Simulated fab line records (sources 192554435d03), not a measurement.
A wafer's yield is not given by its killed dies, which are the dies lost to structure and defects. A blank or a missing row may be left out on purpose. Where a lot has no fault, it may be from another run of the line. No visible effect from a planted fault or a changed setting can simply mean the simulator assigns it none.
fab line records	flow n5_finfet
record lots=11	wafers=31	last_day=17
route steps=1938 shown BEOL_M7@1310 BEOL_M8@1333 PASSIVATION@1936
lots untouched by any fault: they come from a run of this same line in which no faults occurred
start_h: the number of hours between the record's first day and the start of the first shown wafer of the lot	wait_h: how many hours have passed since the lot's step before this one	" unchanged from the row above	L1.1+2: a single row standing in for several wafers	- no value, or no start was given	* or withheld: withheld	< > ~ a bound
route shown NAME@n: NAME is a module with steps in the file, n the number in the route of the first one	usual: mean/standard deviation of fault-free wafers	same: alike in all rows	chamber/n: place in a boat	sites: per-site readings	_std_site: standard deviation across them	_edge_site: inner sites' mean taken away from outer sites' mean	radius_mm: how far each site lies from the wafer's centre	mask NAME#n: copy n	behind: tool/chamber where the wafer was last shaped	hold: why the lot was held/for how many hours/how that ended	device: which transistor (n, p or np) failed to switch	end of line: at the end of the route, the tests of the same wafers	step lacking rows: just its recipe	killed: not the wafer's yield, but the dies lost to structure and defects at the first sort	map: dies across one wafer; x = killed, . = not, _ = none there
set.NAME: the run value of the setting; set.NAME@STEP: its run value at that earlier step	model.NAME: the simulator's own value behind a step, which no gauge read
one table for each step of the route and one row for each wafer, over a sample of lots
services: a tool's chamber out of use, with start hour (start_h, from the record's first day; less than 0 if before it), hours out, and reason
## steps
# step N5_BEOL_M7_STRIP_80
# recipe chemistry=N2/H2	time_s=10	power_w=450	temp_c=40	pressure_mtorr=20	rf_frequency_hz=6e+07	bias_power_w=7	n2_flow_sccm=200	h2_flow_sccm=200
# usual drypump_motor_current_A=5.8/0.49	oes_product_au=0.80/0.077	rf_vpp_V=59.2/0.85	showerhead_plenum_p_Torr=2.53/0.074	throttle_valve_pct=23.5/0.38
lot.wafer	tool	chamber	start_h	wait_h	drypump_motor_current_A	oes_product_au	rf_hours_counter_h	rf_vpp_V	showerhead_plenum_p_Torr	throttle_valve_pct
L839.1	rie_diel-01	3	-	-	6.0	0.84	57	58.9	2.57	23.6
L839.4	"	1	"	"	5.5	0.87	39	60.0	2.48	22.8
L839.6	"	2	"	"	5.2	0.91	-	58.5	2.44	23.1
L843.2	rie_diel-01	0	-	-	5.5	0.88	42	59.0	2.46	23.4
L843.3	"	3	"	"	6.0	0.84	67	59.7	2.56	23.6
L843.5	"	3	"	"	6.1	0.83	-	59.3	2.56	23.6
L846.1	rie_diel-01	0	-	-	5.5	0.88	44	58.6	2.46	23.4
L846.2	"	2	"	"	5.3	0.89	38	58.9	2.44	23.1
L846.4	"	1	"	"	5.4	0.84	51	58.3	2.47	22.8
L842.2	rie_diel-05	1	-	-	5.9	1.03	1	57.2	2.59	22.9
L842.6	"	0	"	"	5.1	0.70	-	58.3	2.43	23.8
L850.1	rie_diel-03	1	-	-	6.6	0.73	185	59.1	2.51	23.4
L850.3	"	3	"	"	6.5	0.86	57	59.9	2.68	23.6
L850.5	"	2	"	"	5.8	0.76	-	59.1	2.55	23.2
L851.1	rie_diel-03	0	-	-	6.1	0.79	91	59.2	2.57	24.2
L851.3	"	3	"	"	6.5	0.85	60	59.5	2.68	23.6
L851.6	"	2	"	"	5.8	0.76	-	58.3	2.55	23.2
L852.2	rie_diel-05	1	-	-	6.0	0.97	10	58.3	2.58	22.9
L852.5	"	3	"	"	5.8	0.70	-	59.3	2.62	23.9
L852.6	"	2	"	"	5.0	0.83	-	57.4	2.44	23.6
L853.1	rie_diel-05	1	-	-	5.9	0.98	14	60.9	2.58	22.9
L853.4	"	0	"	"	5.1	0.69	216	59.7	2.43	23.8
L853.5	"	2	"	"	5.1	0.82	-	59.1	2.44	23.6
L856.2	rie_diel-01	3	-	-	6.0	0.80	88	59.9	2.55	23.6
L856.3	"	1	"	"	5.4	0.82	69	59.6	2.46	22.8
L856.5	"	3	"	"	6.0	0.81	-	59.6	2.56	23.6
L858.3	rie_diel-03	1	-	-	6.6	0.73	198	59.9	2.50	23.4
L858.5	"	1	"	"	6.6	0.73	-	59.0	2.50	23.4
L858.6	"	2	"	"	5.8	0.76	-	59.2	2.55	23.3
L857.2	rie_diel-03	1	-	-	6.6	0.72	199	60.2	2.50	23.4
L857.5	"	2	"	"	5.8	0.74	-	59.5	2.54	23.3
# step N5_BEOL_M7_PRE_CLEAN_45
# recipe gas=H2/He	time_s=30	temp_c=250
# usual heater_power_w=331/40
lot.wafer	tool	chamber	start_h	wait_h	heater_power_w
L839.1	pvd_sputter-01	-	202.46	0.0	334
L839.4	"	-	"	"	307
L839.6	"	-	"	"	304
L843.2	pvd_sputter-03	-	235.17	0.0	267
L843.3	"	-	"	"	284
L843.5	"	-	"	"	372
L846.1	pvd_sputter-02	-	239.21	0.0	321
L846.2	"	-	"	"	308
L846.4	"	-	"	"	396
L842.2	pvd_sputter-03	-	249.05	0.0	313
L842.6	"	-	"	"	262
L850.1	pvd_sputter-01	-	271.38	0.0	313
L850.3	"	-	"	"	370
L850.5	"	-	"	"	363
L851.1	pvd_sputter-01	-	281.13	0.0	377
L851.3	"	-	"	"	300
L851.6	"	-	"	"	302
L852.2	pvd_sputter-03	-	281.97	0.0	310
L852.5	"	-	"	"	264
L852.6	"	-	"	"	307
L853.1	pvd_sputter-03	-	293.25	0.0	319
L853.4	"	-	"	"	361
L853.5	"	-	"	"	372
L856.2	pvd_sputter-02	-	303.30	0.0	385
L856.3	"	-	"	"	315
L856.5	"	-	"	"	308
L858.3	pvd_sputter-03	-	310.40	0.0	378
L858.5	"	-	"	"	261
L858.6	"	-	"	"	297
L857.2	pvd_sputter-03	-	314.59	0.0	290
L857.5	"	-	"	"	365
# step N5_BEOL_M8_CURE_74
# recipe temp_c=385	time_s=240	ambient=He/Ar	material=SiCOH_lowk
# usual lamp_power_pct=52.31/0.057	run_length_s=286.8/1.5	wafer_temp_C_max=386.8/0.58
lot.wafer	tool	chamber	start_h	wait_h	lamp_power_pct	run_length_s	wafer_temp_C_max
L839.1	uv_cure-01	2	204.24	0.0	52.27	286.6	386.3
L839.4	"	2	"	"	52.25	287.0	386.8
L839.6	"	2	"	"	52.26	286.5	386.5
L843.2	uv_cure-03	1	237.14	0.1	52.27	285.6	386.0
L843.3	"	1	"	"	52.33	286.0	386.3
L843.5	"	1	"	"	52.36	286.3	387.0
L846.1	uv_cure-01	2	241.23	0.1	52.34	290.0	386.6
L846.2	"	2	"	"	52.40	290.3	386.8
L846.4	"	2	"	"	52.36	290.7	386.9
L842.2	uv_cure-01	0	250.95	0.2	52.28	290.2	387.5
L842.6	"	0	"	"	52.30	290.5	387.3
L850.1	uv_cure-03	2	273.07	0.0	-	-	-
L850.3	"	2	"	"	-	-	-
L850.5	"	2	"	"	-	-	-
L851.1	uv_cure-01	0	283.23	0.0	-	-	-
L851.3	"	0	"	"	-	-	-
L851.6	"	0	"	"	-	-	-
L852.2	uv_cure-02	0	284.24	0.1	-	-	-
L852.5	"	0	"	"	-	-	-
L852.6	"	0	"	"	-	-	-
L853.1	uv_cure-03	1	295.38	0.0	52.32	285.8	387.1
L853.4	"	1	"	"	52.30	286.7	387.2
L853.5	"	1	"	"	52.37	286.1	386.3
L856.2	uv_cure-02	1	305.65	0.1	52.35	286.9	387.1
L856.3	"	1	"	"	52.37	287.0	386.4
L856.5	"	1	"	"	52.34	287.3	386.7
L858.3	uv_cure-02	0	312.58	0.2	52.30	286.3	386.9
L858.5	"	0	"	"	52.32	286.1	386.7
L858.6	"	0	"	"	52.36	286.2	386.8
L857.2	uv_cure-03	1	316.67	0.1	52.36	286.4	386.5
L857.5	"	1	"	"	52.45	285.8	386.7
# step N5_BEOL_M8_THK_MEAS_01
# recipe reads=SiCOH_lowk_of_BEOL_M8_ILD_DEP_00
# usual M8_ILD_THK=155.0/2.4
lot.wafer	tool	chamber	start_h	wait_h	M8_ILD_THK[nm]
L839.1	film_metro-01	-	204.76	0.4	154.9
L839.4	"	-	"	"	153.0
L839.6	"	-	"	"	155.6
L843.2	film_metro-02	-	237.57	0.4	151.4
L843.3	"	-	"	"	150.1
L843.5	"	-	"	"	154.3
L846.1	film_metro-02	-	242.22	0.8	153.0
L846.2	"	-	"	"	155.3
L846.4	"	-	"	"	156.1
L842.2	film_metro-02	-	251.78	0.7	155.2
L842.6	"	-	"	"	157.3
L850.1	film_metro-01	-	273.58	0.4	180.0
L850.3	"	-	"	"	180.1
L850.5	"	-	"	"	184.5
L851.1	film_metro-02	-	283.75	0.4	178.1
L851.3	"	-	"	"	182.1
L851.6	"	-	"	"	185.1
L852.2	film_metro-02	-	284.68	0.4	181.4
L852.5	"	-	"	"	184.5
L852.6	"	-	"	"	182.8
L853.1	film_metro-02	-	295.90	0.4	150.8
L853.4	"	-	"	"	156.1
L853.5	"	-	"	"	156.2
L856.2	film_metro-01	-	306.08	0.4	152.7
L856.3	"	-	"	"	152.3
L856.5	"	-	"	"	155.4
L858.3	film_metro-02	-	312.94	0.3	153.5
L858.5	"	-	"	"	156.3
L858.6	"	-	"	"	157.1
L857.2	film_metro-02	-	317.10	0.4	156.7
L857.5	"	-	"	"	152.7
# step N5_BEOL_M8_DESCUM_16
# recipe chemistry=O2	time_s=7.9	source_power_w=50	bias_power_w=20	pressure_mtorr=20	rf_frequency_hz=2.712e+07	temp_c=40	resist=CAR-ArF	o2_flow_sccm=225
# usual drypump_motor_current_A=6.0/0.44	oes_product_au=0.82/0.097	rf_vpp_V=243.6/1.5	showerhead_plenum_p_Torr=2.11/0.075	throttle_valve_pct=20.32/0.21
lot.wafer	tool	chamber	start_h	wait_h	drypump_motor_current_A	oes_product_au	rf_hours_counter_h	rf_vpp_V	showerhead_plenum_p_Torr	throttle_valve_pct
L839.1	rie_diel-04	0	207.04	0.1	5.9	0.85	53	245.4	2.20	20.54
L839.4	"	3	"	"	5.8	1.01	1	244.0	2.24	19.82
L839.6	"	1	"	"	5.9	0.94	-	245.5	2.13	20.15
L843.2	rie_diel-06	2	239.23	0.1	4.9	0.70	236	242.4	2.08	20.60
L843.3	"	3	"	"	6.4	0.76	153	243.7	2.19	20.50
L843.5	"	3	"	"	6.4	0.77	-	246.9	2.19	20.51
L846.1	rie_diel-06	3	244.97	0.1	6.4	0.76	155	245.5	2.19	20.51
L846.2	"	0	"	"	6.3	0.72	159	244.7	2.08	20.19
L846.4	"	1	"	"	5.8	0.79	115	244.4	2.03	20.30
L842.2	rie_diel-02	2	254.85	0.0	5.8	0.97	8	242.4	2.05	20.12
L842.6	"	0	"	"	5.8	0.70	-	241.5	2.00	20.45
L850.1	rie_diel-04	3	274.14	0.0	5.8	0.92	22	243.3	2.24	19.84
L850.3	"	0	"	"	5.9	0.83	73	245.1	2.20	20.55
L850.5	"	3	"	"	5.8	0.93	-	246.0	2.24	19.84
L851.1	rie_diel-02	2	286.87	0.0	5.8	0.94	20	243.9	2.04	20.12
L851.3	"	3	"	"	6.8	0.93	10	242.6	2.04	20.37
L851.6	"	0	"	"	5.8	0.68	-	240.2	2.00	20.48
L852.2	rie_diel-04	0	287.12	0.1	5.9	0.82	77	246.4	2.19	20.55
L852.5	"	1	"	"	5.8	0.88	-	244.2	2.12	20.19
L852.6	"	2	"	"	6.0	0.79	-	245.3	2.18	20.35
L853.1	rie_diel-06	1	297.89	0.6	5.8	0.77	136	241.1	2.02	20.35
L853.4	"	0	"	"	6.4	0.71	180	241.7	2.08	20.24
L853.5	"	0	"	"	6.4	0.71	-	243.9	2.08	20.24
L856.2	rie_diel-06	1	307.97	0.2	5.7	0.76	140	241.7	2.02	20.35
L856.3	"	0	"	"	6.4	0.71	184	243.1	2.07	20.24
L856.5	"	2	"	"	4.9	0.97	-	242.0	2.07	20.27
L858.3	rie_diel-04	2	314.70	0.3	5.9	0.78	126	244.2	2.17	20.37
L858.5	"	3	"	"	5.8	0.89	-	245.8	2.23	19.84
L858.6	"	0	"	"	5.9	0.82	-	244.4	2.19	20.58
L857.2	rie_diel-02	1	318.61	0.0	6.3	0.78	107	241.6	2.11	20.52
L857.5	"	3	"	"	6.8	0.91	-	242.2	2.03	20.41
# step N5_PASSIVATION_PROBE_49
# usual defect_limited_yield=91.5/1.4	killed_at_M0_to_M3=32/11	killed_at_M4_up=12/4.4	killed_at_contacts=13/6.1	killed_at_front_end=39/12	killed_at_other=3.9/3	killed_dies=100/17	killed_open=66/12	killed_short=33/7.4	sort_bin_4_leakage=0.03/0.14	sort_bin_5_function=5.0/0.95	sort_bin_6_memory=3.2/0.66	sort_bin_8_speed=0.0/0.33	sort_n_pass=1079/17	sort_yield_pct=91.4/1.5
# same gross_dies=1180	killed_at_back_side=0
lot.wafer	tool	chamber	start_h	wait_h	defect_limited_yield[%]	killed_at_M0_to_M3	killed_at_M4_up	killed_at_contacts	killed_at_front_end	killed_at_other	killed_dies	killed_open	killed_short	sort_bin_4_leakage[%]	sort_bin_5_function[%]	sort_bin_6_memory[%]	sort_bin_8_speed[%]	sort_n_pass	sort_yield_pct[%]
L852.2	prober-02	-	349.30	0.1	93.8	24	7	6	36	0	73	44	26	0	4.2	1.6	0	1107	93.8
L852.5	prober-02	-	349.45	0.2	91.6	38	22	5	32	2	99	53	44	0	4.5	3.5	0	1081	91.6
L852.6	prober-02	-	349.50	0.3	93.3	22	11	10	35	1	79	48	31	0	3.6	2.8	0	1101	93.3
L853.1	prober-02	-	369.75	0.0	92.4	27	11	14	37	1	90	55	33	0	4.7	2.4	0	1090	92.4
L853.4	prober-02	-	369.90	0.2	89.0	49	14	22	44	1	130	88	39	0	6.1	4.5	0	1050	89.0
L853.5	prober-02	-	369.95	0.2	91.4	43	13	18	25	2	101	69	31	0	4.7	3.4	0	1079	91.4
# killed by level:class
L852.2 STI_FIN_REVEAL:geometric_particle:open=7 BEOL_M3:geometric_particle:open=7 FIN_SAQP:geometric_particle:short=6 MOL_CONTACT_COAG:geometric_particle:open=5 STARTING-WAFER:geometric_particle:short=5 GATE_CUT:geometric_particle:short=4 BEOL_M1:geometric_particle:open=4 BEOL_M2:geometric_particle:open=4
L852.5 BEOL_M0_SAQP:geometric_particle:short=14 BEOL_M0_SAQP:geometric_particle:open=11 BEOL_M1:geometric_particle:open=8 BEOL_M4:geometric_particle:open=8 GATE_CUT:geometric_particle:short=5 GATE_CUT:geometric_particle:open=5 BEOL_M4:geometric_particle:short=5 STI_FIN_REVEAL:geometric_particle:open=4
L852.6 FIN_SAQP:geometric_particle:short=10 BEOL_M2:geometric_particle:open=7 MOL_CONTACT_COAG:geometric_particle:open=7 BEOL_M4:geometric_particle:open=6 DUMMY_GATE:geometric_particle:open=4 STARTING-WAFER:geometric_particle:open=4 STI_FIN_REVEAL:geometric_particle:open=3 DUMMY_GATE:geometric_particle:short=3
L853.1 STI_FIN_REVEAL:geometric_particle:open=14 MOL_CONTACT_COAG:geometric_particle:open=11 BEOL_M0_SAQP:geometric_particle:short=7 FIN_SAQP:geometric_particle:short=6 STARTING-WAFER:geometric_particle:open=6 BEOL_M2:geometric_particle:open=5 BEOL_M4:geometric_particle:open=5 BEOL_M1:geometric_particle:short=3
L853.4 MOL_CONTACT_COAG:geometric_particle:open=17 BEOL_M2:geometric_particle:open=17 FIN_SAQP:geometric_particle:short=11 FIN_SAQP:geometric_particle:open=10 BEOL_M0_SAQP:geometric_particle:short=9 BEOL_M4:geometric_particle:open=9 STI_FIN_REVEAL:geometric_particle:open=8 BEOL_M1:geometric_particle:open=6
L853.5 MOL_CONTACT_COAG:geometric_particle:open=15 BEOL_M3:geometric_particle:open=12 STI_FIN_REVEAL:geometric_particle:open=11 BEOL_M0_SAQP:geometric_particle:short=7 BEOL_M4:geometric_particle:open=5 BEOL_M3:geometric_particle:short=4 BEOL_M0_SAQP:geometric_particle:open=4 BEOL_M1:geometric_particle:open=4
## services
tool	chamber	start_h	hours	kind
uv_cure-01	-	180.64	2.1	pm
rie_diel-05	-	183.76	15.6	pm
rie_diel-04	3	188.31	-	clean
rie_diel-04	3	188.31	-	consumable_replace:focus_ring
rie_diel-04	3	188.31	-	consumable_replace:showerhead
rie_diel-04	3	188.31	15.4	scheduled_down
rie_diel-04	3	188.31	15.4	vent_cycle
rie_diel-06	2	189.17	6.4	repair
rie_diel-06	-	195.09	0.2	repair
uv_cure-02	-	196.12	1.0	pm
rie_diel-05	0	200.72	8.9	repair
rie_diel-05	1	203.12	7.6	repair
rie_diel-05	1	211.16	-	clean
rie_diel-05	1	211.16	-	consumable_replace:focus_ring
rie_diel-05	3	215.05	2.0	repair
uv_cure-02	-	240.64	12.4	repair
rie_diel-03	3	256.81	3.9	repair
rie_diel-06	2	274.97	-	clean
rie_diel-06	2	274.97	-	consumable_replace:focus_ring
rie_diel-06	2	274.97	20.6	scheduled_down
rie_diel-06	2	274.97	20.6	vent_cycle
rie_diel-06	-	279.75	0.6	repair
uv_cure-02	-	284.84	3.4	pm
uv_cure-03	-	285.03	2.1	pm
## key
first_sign step=N5_BEOL_M8_CURE_74	reading=tool_record	direction=missing
effect step=N5_BEOL_M8_THK_MEAS_01	reading=M8_ILD_THK	direction=up	sigmas=11	usual=155.0	struck=182.1
met_at N5_BEOL_M8_CURE_74
struck_lots L850,L851,L852
not_acting_at N5_BEOL_M7_STRIP_80,N5_BEOL_M7_PRE_CLEAN_45,N5_BEOL_M8_DESCUM_16
onset_between 250.95 273.07
fault kind=skipped_step_whole	tool=uv_cure-01,uv_cure-02,uv_cure-03	chamber=-	onset_h=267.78	steps=N5_BEOL_M8_CURE_74	scope=struck_lots_only
